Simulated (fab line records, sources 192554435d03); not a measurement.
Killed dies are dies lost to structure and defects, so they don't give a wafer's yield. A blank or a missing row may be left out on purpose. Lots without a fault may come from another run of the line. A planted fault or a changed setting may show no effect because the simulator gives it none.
Chamber matching | flow n5_finfet | N5_DUMMY_GATE_STRIP_48 on rie_diel-05: 4 sister chambers
The step strips in N2/H2, time 20 s. 8 wafers are shown with their chamber, then 10 later ones without.

WAFERS WITH THEIR CHAMBER
wafer  | chamber | showerhead_plenum_p_Torr (Torr) | throttle_valve_pct (%)
L080.3 | 0       | 3.36                            | 12.25
L082.2 | 0       | 3.35                            | 12.25
L082.5 | 3       | 3.30                            | 11.80
L083.1 | 2       | 3.34                            | 12.56
L083.2 | 1       | 3.22                            | 12.28
L083.5 | 1       | 3.22                            | 12.27
L085.3 | 2       | 3.34                            | 12.58
L085.5 | 3       | 3.30                            | 11.82

WAFERS WITHOUT THEIR CHAMBER
wafer  | showerhead_plenum_p_Torr (Torr) | throttle_valve_pct (%)
L085.6 | 3.35                            | 12.26
L087.4 | 3.21                            | 12.29
L087.5 | 3.29                            | 11.82
L087.6 | 3.34                            | 12.57
L088.1 | 3.21                            | 12.30
L088.2 | 3.33                            | 12.58
L088.4 | 3.35                            | 12.28
L092.3 | 3.29                            | 11.84
L092.4 | 3.34                            | 12.31
L092.5 | 3.33                            | 12.61

WHICH CHAMBER EACH WENT THROUGH
wafer  | from the rows above | in truth
L085.6 | 0                   | 0
L087.4 | 1                   | 1
L087.5 | 3                   | 3
L087.6 | 2                   | 2
L088.1 | 1                   | 1
L088.2 | 2                   | 2
L088.4 | 0                   | 0
L092.3 | 3                   | 3
L092.4 | 0                   | 0
L092.5 | 2                   | 2
Placed correctly: 10 of 10. Can't be placed from these rows: 0. Placed wrongly: 0.
How it was worked out, from the rows above alone: a wafer's distance from a chamber is the root of the sum, over the readings, of the square of ((its reading less the chamber's mean) divided by the reading's scatter). The wafer belongs to the nearest chamber; if the next one is less than 2 further off, it can't be placed. A chamber's mean is the mean of its shown wafers. The scatter: the root of (the sum of the squares of (reading less its chamber's mean) over the shown wafers, divided by (wafers less chambers)).
